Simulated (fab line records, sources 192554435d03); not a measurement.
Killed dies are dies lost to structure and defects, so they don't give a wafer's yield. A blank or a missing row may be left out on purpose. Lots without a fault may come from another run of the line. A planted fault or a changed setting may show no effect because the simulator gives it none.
Problem report in the 8D (eight disciplines) form, filled by code | flow n5_finfet | the parts of the form that need people (team, actions taken, sign-off) are left out

1. THE PROBLEM
cathode_dc_power_W at N5_BEOL_M12_SPUTTER_44 reads a mean of 12366 W on 6 wafers of 2 lots; wafers without a fault read 15000 W with a standard deviation of 2.6. That is -99 or more standard deviations from the usual mean.
The step: material Ta, target thk 10 nm, time 16.13 s.
First seen on wafer L969.1, day 15 08:05, on pvd_sputter-03. The record holds 30 wafers of 10 lots with a number at this step. Rule for "out", or "out of limits": more than 4 standard deviations from the usual mean. The other wafers with a number count as sound.

2. WHAT IT IS AND WHAT IT IS NOT
question                    | is                     | is not
which readings at this step | cathode_dc_power_W     | throttle_valve_pct
which lots                  | L968, L969             | L951, L953, L954, L955, L958, L959, L962, L963
which wafers of those lots  | all that have a number | -
read on which tools         | pvd_sputter-03         | pvd_sputter-01, pvd_sputter-02
when                        | from day 15 08:05      | up to then (24 sound wafers)

3. SUSPECTS, AND WHAT RULES EACH OUT
Counting: a tool at a process step up to the reading stays a suspect if it ran every lot that is out and no sound lot after the first of them.
- rie_diel-06 at N5_BEOL_M12_ETCH_67 (etches SiARC in CF4, target depth 143 nm, time 238.3 s): kept. It ran every lot that is out, first L969 (day 15 06:24), and no sound lot after that; its last sound lot up to then is L962 (day 14 00:28).
- pvd_sputter-03 at N5_BEOL_M12_DEGAS_41 (time 60 s): kept. It ran every lot that is out, first L969 (day 15 07:55), and no sound lot after that; its last sound lot up to then is L962 (day 14 01:45).
- pvd_sputter-03 at N5_BEOL_M12_SPUTTER_44 (material Ta, target thk 10 nm, time 16.13 s): kept. It ran every lot that is out, first L969 (day 15 08:05), and no sound lot after that; its last sound lot up to then is L962 (day 14 01:55). Its own readings are out on those wafers: cathode_dc_power_W.
Left after counting: rie_diel-06 at N5_BEOL_M12_ETCH_67, pvd_sputter-03 at N5_BEOL_M12_DEGAS_41, pvd_sputter-03 at N5_BEOL_M12_SPUTTER_44.

4. THE CAUSE (what the simulator had put in)
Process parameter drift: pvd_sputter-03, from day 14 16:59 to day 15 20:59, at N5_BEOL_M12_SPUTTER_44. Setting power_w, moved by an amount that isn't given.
Counting left 3 suspects, and this tool is among them.

5. THE CHAIN OF EFFECTS, in route order
Each row: a reading whose mean over the struck wafers that have a number lies more than 3 standard deviations from the usual. Only readings for which the record gives a usual standard deviation are gone through. hours: the time from each lot's start at the first step in this table that gives one to its start at this step, as a median over the lots. sigmas: the change in usual standard deviations.
hours | step                   | reading                  | usual   | on struck wafers | change | sigmas
0     | N5_BEOL_M12_SPUTTER_44 | cathode_dc_power_W       | 15000 W | 12366            | -2634  | -99 or more
1     | N5_BEOL_M12_CMP_49     | barrier_field_endpoint_s | 30.3 s  | 28.1             | -2.2   | -3.1
The process steps in it:
- N5_BEOL_M12_SPUTTER_44: material Ta, target thk 10 nm, time 16.13 s.
- N5_BEOL_M12_CMP_49: polishes, stops on SiOC, t overpolish 20.6 s, target thk 320 nm.

6. WHAT WOULD HAVE CAUGHT IT SOONER
In this record the first reading out of limits was taken at day 15 08:05, 15 hours after the fault began at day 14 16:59.
